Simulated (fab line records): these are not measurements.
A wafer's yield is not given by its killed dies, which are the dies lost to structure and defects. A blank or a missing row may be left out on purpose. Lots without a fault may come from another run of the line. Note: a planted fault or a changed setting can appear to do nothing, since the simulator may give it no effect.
Comparing a struck lot with a sound one	flow nand-harc	13 out of 1302 route steps
Sound: wafers L421.3, L421.4, L421.5. Struck: wafers L416.2, L416.3, L416.5. Last of all comes the cause.
For every step that has rows: the tool of each side, followed by ch and its chambers, followed by its first start. Under that, the readings that differ: sound wafers	struck wafers	difference of the means	sigmas: that difference in standard deviations of wafers without a fault.
alike: same words and numbers on both sides, and readings whose means sit less than 2 such deviations apart. not compared: any withheld reading, any reading some wafer has no value for, any bound like >300 that may hide the same value, and any number with overlapping values for which the record gives no deviation.
The two part at a step that has a row with sigmas, a row that says differs or no value, or rows on one side only. Numbers that have no deviation but don't overlap get no sigmas and don't part them. Lack of a reading on every wafer of one side parts them only where that side has two or more wafers.

NHARC_P_M1_INSPECT_27:
  struck on defect-inspect-02, day 8 20:37; sound on defect-inspect-02, day 10 21:06
  alike: raw-defect-count
NHARC_P_M1_PRE_CLEAN_32: time 12 s.
  sound on pecvd-04 ch 1,2, day 10 22:18; struck on pecvd-02 ch 1,2, day 8 20:41
  alike: heater-power-w
NHARC_P_M1_DEP_33: deposits SiCN, target thk 30 nm.
  sound on pecvd-04 ch 1,2, day 10 22:31; struck on pecvd-02 ch 1,2, day 8 20:45
  alike: heater-power-w
then, 8 steps without rows for these wafers: NHARC_P_M2_DEP_00 (deposits SiOC, target thk 182.5 nm); NHARC_P_M2_DEHYDRATE_01 (time 120 s); NHARC_P_M2_HMDS_02 (time 30 s); NHARC_P_M2_COAT_34 (time 65 s); NHARC_P_M2_COAT_03 (resist thk 90 nm); NHARC_P_M2_SOFTBAKE_04 (time 55 s); NHARC_P_M2_EBR_05; NHARC_P_M2_EXPOSE_06 (exposes mask P M2, target cd 170 nm).
NHARC_P_M2_PEB_07: peb time 65 s.
  struck on litho-track-06, day 8 21:47; sound on litho-track-01 ch 0, day 10 23:41
  no value came back on the struck wafers for chill-plate-temp-C (C), exhaust-pa (Pa); on the sound wafers chill-plate-temp-C (C) reads 23.03 23.04 23.01
then, 1 step without rows for these wafers: NHARC_P_M2_DEVELOP_08 (develop time 35 s).

== WHERE THEY PART ==
Only at NHARC_P_M2_PEB_07, as far as this record shows.

WHY: whatever the simulator had introduced
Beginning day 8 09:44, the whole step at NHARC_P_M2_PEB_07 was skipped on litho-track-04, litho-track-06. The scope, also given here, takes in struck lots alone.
